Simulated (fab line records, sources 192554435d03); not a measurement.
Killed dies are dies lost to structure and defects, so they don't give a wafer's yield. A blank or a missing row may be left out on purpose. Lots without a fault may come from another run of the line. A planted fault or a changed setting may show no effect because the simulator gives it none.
Chamber matching | flow n5_finfet | N5_BEOL_M13_DESCUM_33 on rie_diel-06: 4 sister chambers
The step chemistry O2, time 7.9 s. 20 wafers are shown with their chamber, then 10 later ones without.

WAFERS WITH THEIR CHAMBER
wafer  | chamber | showerhead_plenum_p_Torr (Torr) | throttle_valve_pct (%) | rf_vpp_V (V)
L074.1 | 1       | 2.10                            | 19.76                  | 243.6
L074.2 | 3       | 2.20                            | 20.44                  | 245.3
L074.3 | 0       | 2.03                            | 20.42                  | 240.4
L076.3 | 2       | 2.05                            | 20.62                  | 241.5
L076.4 | 2       | 2.05                            | 20.63                  | 244.1
L076.6 | 0       | 2.03                            | 20.43                  | 242.5
L082.1 | 1       | 2.10                            | 19.80                  | 242.9
L082.4 | 3       | 2.20                            | 20.45                  | 245.7
L082.5 | 2       | 2.05                            | 20.64                  | 243.6
L085.2 | 2       | 2.05                            | 20.65                  | 243.0
L085.4 | 1       | 2.09                            | 19.82                  | 244.3
L085.6 | 3       | 2.20                            | 20.47                  | 245.0
L088.2 | 1       | 2.09                            | 19.82                  | 243.9
L088.5 | 0       | 2.03                            | 20.46                  | 242.4
L088.6 | 3       | 2.19                            | 20.47                  | 246.0
L087.1 | 3       | 2.19                            | 20.48                  | 245.1
L087.2 | 1       | 2.09                            | 19.83                  | 243.0
L087.6 | 2       | 2.04                            | 20.28                  | 243.2
L090.2 | 2       | 2.04                            | 20.29                  | 243.4
L090.3 | 0       | 2.02                            | 20.46                  | 241.5

SIGNATURES (means of the wafers above)
reading                  | chamber 0 | chamber 1 | chamber 2 | chamber 3 | scatter within a chamber
showerhead_plenum_p_Torr | 2.0275    | 2.0940    | 2.0467    | 2.1960    | 0.00529
throttle_valve_pct       | 20.4425   | 19.8060   | 20.5183   | 20.4620   | 0.103
rf_vpp_V                 | 241.700   | 243.540   | 243.133   | 245.420   | 0.746
Rule: a wafer's distance from a chamber is the root of the sum, over the readings, of the square of ((its reading less the chamber's mean) divided by the reading's scatter). The wafer belongs to the nearest chamber; if the next one is less than 2 further off, it can't be placed. The scatter: the root of (the sum of the squares of (reading less its chamber's mean) over the shown wafers, divided by (wafers less chambers)).

WAFERS WITHOUT THEIR CHAMBER
wafer  | showerhead_plenum_p_Torr (Torr) | throttle_valve_pct (%) | rf_vpp_V (V)
L090.4 | 2.19                            | 20.45                  | 245.5
L092.2 | 2.04                            | 20.31                  | 243.5
L092.5 | 2.04                            | 20.30                  | 242.8
L092.6 | 2.09                            | 19.84                  | 244.7
L095.2 | 2.19                            | 20.50                  | 245.5
L095.4 | 2.02                            | 20.48                  | 241.7
L095.5 | 2.09                            | 19.84                  | 245.2
L097.4 | 2.19                            | 20.49                  | 245.0
L097.5 | 2.09                            | 19.86                  | 243.0
L097.6 | 2.02                            | 20.48                  | 242.8

WHICH CHAMBER EACH WENT THROUGH
wafer  | from the rows above     | in truth
L090.4 | 3                       | 3
L092.2 | can't be placed: 2 or 0 | 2
L092.5 | can't be placed: 2 or 0 | 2
L092.6 | 1                       | 1
L095.2 | 3                       | 3
L095.4 | 0                       | 0
L095.5 | 1                       | 1
L097.4 | 3                       | 3
L097.5 | 1                       | 1
L097.6 | 0                       | 0
Placed correctly: 8 of 10. Can't be placed from these rows: 2 (the true chamber is among the candidates in 2). Placed wrongly: 0.
